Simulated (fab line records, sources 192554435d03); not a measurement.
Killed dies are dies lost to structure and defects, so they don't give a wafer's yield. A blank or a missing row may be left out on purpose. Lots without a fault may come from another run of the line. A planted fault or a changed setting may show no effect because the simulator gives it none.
Which tool did it? | flow n5_finfet | 13 lots, 37 wafers sampled, at 6 steps of a route of 1938

WHAT THE GAUGES READ, wafer by wafer
N5_BEOL_M4_THK_MEAS_01.
lot  | measured     | on            | M4_ILD_THK (nm)
L594 | day 7 23:17  | film_metro-01 | 80.0 77.6 81.1
L597 | day 9 06:23  | film_metro-02 | 76.3 80.4 79.6
L598 | day 9 06:56  | film_metro-02 | 77.4 76.6 78.7
L602 | day 10 11:16 | film_metro-01 | 53.9 79.6
L608 | day 11 18:14 | film_metro-02 | 78.7 78.2 80.2
L607 | day 12 04:06 | film_metro-02 | 79.2 80.8 80.0
L610 | day 13 08:34 | film_metro-02 | 78.1 78.2 79.2
L613 | day 13 18:48 | film_metro-02 | 79.5 80.9
L612 | day 13 20:40 | film_metro-01 | 77.2 78.3 78.6
L614 | day 14 09:41 | film_metro-02 | 79.4 78.9 78.7
L616 | day 14 10:29 | film_metro-02 | 78.1 79.1 79.4
L615 | day 14 14:38 | film_metro-02 | 78.3 78.8 78.7
L617 | day 14 14:53 | film_metro-02 | 77.2 79.1 78.1

N5_BEOL_M4_RC_MEAS_101.
lot  | measured     | on        | DIBL_N (mV/V)  | DIBL_P (mV/V)  | IOFF_N (nA/um) | IOFF_P (nA/um) | ION_N (uA/um) | ION_P (uA/um) | SS_N (mV/dec)  | SS_P (mV/dec)  | VT_N (mV)   | VT_P (mV)
L594 | day 9 02:22  | prober-02 | 36.8 34.5 35.9 | 36.2 33.7 34.8 | 0.19 0.15 0.18 | 0.25 0.22 0.22 | 686 673 683   | 468 466 469   | 71.4 71.3 71.5 | 74.0 73.4 73.4 | 246 252 245 | -245 -247 -249
L597 | day 10 11:35 | prober-02 | 37.2 40.6 39.5 | 37.7 42.3 40.8 | 0.14 0.24 0.20 | 0.20 0.28 0.25 | 667 706 685   | 462 478 465   | 71.1 72.4 72.2 | 73.0 74.4 74.3 | 253 241 248 | -253 -245 -247
L598 | day 10 06:04 | prober-01 | 41.7 34.2 40.5 | 40.4 32.3 40.5 | 0.31 0.13 0.29 | 0.35 0.19 0.34 | 707 678 703   | 476 467 475   | 73.8 70.7 72.2 | 74.9 72.7 74.8 | 241 251 241 | -242 -250 -243
L602 | day 11 10:52 | prober-02 | 34.4           | 34.2           | 0.13           | 0.17           | 670           | 462           | 70.6           | 73.3           | 252         | -253
L608 | day 12 13:56 | prober-02 | 34.3 36.0 36.1 | 33.9 37.2 37.2 | 0.12 0.16 0.15 | 0.15 0.21 0.21 | 659 688 662   | 451 466 455   | 71.0 71.6 71.7 | 73.1 73.3 74.1 | 258 249 251 | -258 -253 -253
L607 | day 13 00:13 | prober-01 | 38.7 38.1 36.4 | 38.6 38.9 36.6 | 0.21 0.21 0.16 | 0.25 0.25 0.21 | 703 696 677   | 473 480 455   | 71.7 71.5 70.9 | 74.1 73.7 73.3 | 243 244 248 | -249 -248 -250
L610 | day 14 08:44 | prober-01 | 35.4 36.4 34.7 | 36.2 38.3 35.6 | 0.16 0.19 0.14 | 0.21 0.23 0.19 | 656 682 649   | 459 465 455   | 71.1 71.7 71.7 | 74.2 74.2 73.3 | 251 247 253 | -250 -251 -250
L613 | day 14 05:31 | prober-01 | 36.3 35.6      | 36.1 35.6      | 0.14 0.12      | 0.17 0.15      | 664 648       | 456 443       | 72.5 71.6      | 73.6 73.0      | 254 254     | -256 -259
L612 | day 14 11:39 | prober-01 | 36.8 39.7 41.3 | 35.2 40.8 41.4 | 0.14 0.23 0.27 | 0.17 0.27 0.28 | 642 699 686   | 446 477 459   | 71.7 72.2 73.6 | 73.2 73.9 74.2 | 255 247 246 | -254 -245 -251
L614 | day 14 19:44 | prober-01 | 37.5 36.8 38.7 | 38.9 37.7 40.5 | 0.19 0.17 0.22 | 0.24 0.23 0.26 | 684 680 683   | 467 472 461   | 71.8 72.5 72.5 | 73.3 73.1 73.6 | 248 249 247 | -251 -248 -246
L616 | day 15 03:29 | prober-02 | 34.4 36.6 37.4 | 33.6 36.6 37.9 | 0.13 0.17 0.18 | 0.17 0.22 0.24 | 667 691 679   | 457 472 468   | 70.5 71.7 71.6 | 72.3 73.8 73.5 | 250 249 250 | -251 -248 -246
L615 | day 15 10:08 | prober-02 | 36.3 37.3 34.7 | 37.5 39.0 33.1 | 0.18 0.22 0.14 | 0.28 0.31 0.19 | 697 695 648   | 485 473 451   | 72.9 72.6 72.8 | 73.5 73.7 72.3 | 248 246 257 | -246 -241 -251
L617 | day 15 13:25 | prober-01 | 34.9 37.3 35.3 | 36.2 38.6 35.4 | 0.12 0.16 0.13 | 0.17 0.21 0.16 | 664 671 666   | 459 469 453   | 71.3 71.8 71.5 | 73.3 74.0 72.8 | 257 252 255 | -256 -251 -258

WHICH TOOL RAN EACH LOT (tool, then ch and the chambers of the sampled wafers, then the start)
lot  | N5_BEOL_M3_SPUTTER_86        | N5_BEOL_M3_ANNEAL_91         | N5_BEOL_M3_ANNEAL_95         | N5_BEOL_M4_ILD_DEP_00
L594 | pvd_sputter-02, day 7 20:57  | pvd_sputter-02, day 7 21:28  | pvd_sputter-02, day 7 21:55  | pecvd-03 ch 0,1, day 7 23:13
L597 | pvd_sputter-01, day 9 04:07  | pvd_sputter-01, day 9 04:38  | pvd_sputter-01, day 9 05:04  | pecvd-03 ch 0,1,2, day 9 06:19
L598 | pvd_sputter-03, day 9 04:22  | pvd_sputter-03, day 9 04:53  | pvd_sputter-03, day 9 05:19  | pecvd-02 ch 0,1, day 9 06:52
L602 | pvd_sputter-01, day 10 08:56 | pvd_sputter-01, day 10 09:27 | pvd_sputter-01, day 10 09:53 | pecvd-03 ch 0, day 10 11:10
L608 | pvd_sputter-01, day 11 15:55 | pvd_sputter-01, day 11 16:26 | pvd_sputter-01, day 11 16:52 | pecvd-04 ch 0,1,2, day 11 18:10
L607 | pvd_sputter-01, day 12 01:49 | pvd_sputter-01, day 12 02:20 | pvd_sputter-01, day 12 02:47 | pecvd-02 ch 0,1,2, day 12 04:02
L610 | pvd_sputter-01, day 13 06:17 | pvd_sputter-01, day 13 06:49 | pvd_sputter-01, day 13 07:15 | pecvd-03 ch 0,1, day 13 08:30
L613 | pvd_sputter-02, day 13 16:31 | pvd_sputter-02, day 13 17:02 | pvd_sputter-02, day 13 17:29 | pecvd-02 ch 0, day 13 18:44
L612 | pvd_sputter-02, day 13 18:22 | pvd_sputter-02, day 13 18:53 | pvd_sputter-02, day 13 19:19 | pecvd-03 ch 1,2, day 13 20:34
L614 | pvd_sputter-01, day 14 07:22 | pvd_sputter-01, day 14 07:53 | pvd_sputter-01, day 14 08:19 | pecvd-03 ch 1,2, day 14 09:37
L616 | pvd_sputter-02, day 14 07:59 | pvd_sputter-02, day 14 08:35 | pvd_sputter-02, day 14 09:04 | pecvd-03 ch 1,2, day 14 10:23
L615 | pvd_sputter-01, day 14 12:16 | pvd_sputter-01, day 14 12:47 | pvd_sputter-01, day 14 13:13 | pecvd-03 ch 1,2, day 14 14:33
L617 | pvd_sputter-02, day 14 12:32 | pvd_sputter-02, day 14 13:04 | pvd_sputter-02, day 14 13:30 | pecvd-03 ch 1,2, day 14 14:48
- N5_BEOL_M3_SPUTTER_86: material Cu, target thk 4.5 nm, time 8.29 s.
- N5_BEOL_M3_ANNEAL_91: time 240 s.
- N5_BEOL_M3_ANNEAL_95: time 240 s.
- N5_BEOL_M4_ILD_DEP_00: deposits SiOC from DEMS/O2, target thk 79 nm, time 15.3 s.

WHAT THE TOOLS THEMSELVES READ (means of the sampled wafers that have a number; where no wafer has one, the mark that the record gives instead)
N5_BEOL_M3_SPUTTER_86.
lot  | tool           | throttle_valve_pct (%)
L594 | pvd_sputter-02 | 30.1
L597 | pvd_sputter-01 | 29.2
L598 | pvd_sputter-03 | 28.9
L602 | pvd_sputter-01 | 29.8
L608 | pvd_sputter-01 | 29.3
L607 | pvd_sputter-01 | 30.2
L610 | pvd_sputter-01 | 30.5
L613 | pvd_sputter-02 | 29.6
L612 | pvd_sputter-02 | 29.4
L614 | pvd_sputter-01 | 30.0
L616 | pvd_sputter-02 | 29.5
L615 | pvd_sputter-01 | 29.4
L617 | pvd_sputter-02 | 28.9

N5_BEOL_M3_ANNEAL_91.
lot  | tool           | heater_power_w (W)
L594 | pvd_sputter-02 | 830
L597 | pvd_sputter-01 | 848
L598 | pvd_sputter-03 | 831
L602 | pvd_sputter-01 | 897
L608 | pvd_sputter-01 | 798
L607 | pvd_sputter-01 | 877
L610 | pvd_sputter-01 | 858
L613 | pvd_sputter-02 | 821
L612 | pvd_sputter-02 | 749
L614 | pvd_sputter-01 | 876
L616 | pvd_sputter-02 | 810
L615 | pvd_sputter-01 | 841
L617 | pvd_sputter-02 | 780

N5_BEOL_M3_ANNEAL_95.
lot  | tool           | heater_power_w (W)
L594 | pvd_sputter-02 | 836
L597 | pvd_sputter-01 | 850
L598 | pvd_sputter-03 | 808
L602 | pvd_sputter-01 | 903
L608 | pvd_sputter-01 | 786
L607 | pvd_sputter-01 | 876
L610 | pvd_sputter-01 | 848
L613 | pvd_sputter-02 | 836
L612 | pvd_sputter-02 | 743
L614 | pvd_sputter-01 | 868
L616 | pvd_sputter-02 | 816
L615 | pvd_sputter-01 | 845
L617 | pvd_sputter-02 | 789

N5_BEOL_M4_ILD_DEP_00.
lot  | tool     | heater_power_w (W) | showerhead_plenum_p_Torr (Torr) | throttle_valve_pct (%)
L594 | pecvd-03 | 578                | 5.703                           | 12.9
L597 | pecvd-03 | 613                | 5.701                           | 12.2
L598 | pecvd-02 | 638                | 5.708                           | 12.2
L602 | pecvd-03 | 632                | 5.716                           | 13.9
L608 | pecvd-04 | 473                | 5.696                           | 12.8
L607 | pecvd-02 | 545                | 5.702                           | 11.7
L610 | pecvd-03 | 554                | 5.709                           | 12.3
L613 | pecvd-02 | 670                | 5.708                           | 12.2
L612 | pecvd-03 | 592                | 5.693                           | 11.5
L614 | pecvd-03 | 604                | 5.697                           | 11.8
L616 | pecvd-03 | 675                | 5.687                           | 11.7
L615 | pecvd-03 | 574                | 5.707                           | 11.5
L617 | pecvd-03 | 551                | 5.691                           | 11.6

THE ANSWER, worked out from the rows above alone
Rule: what is usual is taken from the lots themselves. Put in order of their means at a reading, lots are off if they are a third of the lots or fewer, leave a main group of 4 or more, and stand apart from it by a gap of 3 or more times the standard deviation of the main group's means; of several such gaps the widest counts. A main group whose means are all the same, to the digits that the tables above print for the reading, isn't used. A lot without any number at a reading at which 4 lots or more have one is off too. The other lots that the step has rows for count as sound. The gauges are gone through in route order, then the tools' own readings, and for those a lot's mean is taken as printed above. The first step at which some lot is off is used, and at that step the reading that is off furthest; a lot without a number counts as furthest.
Off: L602, at N5_BEOL_M4_THK_MEAS_01 (M4_ILD_THK). The main group: mean 78.9 nm, standard deviation 0.75.
A tool fits if, at a process step before that reading, it ran every lot that is off, and no sound lot after the first of them. The gauges at N5_BEOL_M4_THK_MEAS_01 are tried like those tools. None of those tried fits.

WHAT THE SIMULATOR HAD PUT IN
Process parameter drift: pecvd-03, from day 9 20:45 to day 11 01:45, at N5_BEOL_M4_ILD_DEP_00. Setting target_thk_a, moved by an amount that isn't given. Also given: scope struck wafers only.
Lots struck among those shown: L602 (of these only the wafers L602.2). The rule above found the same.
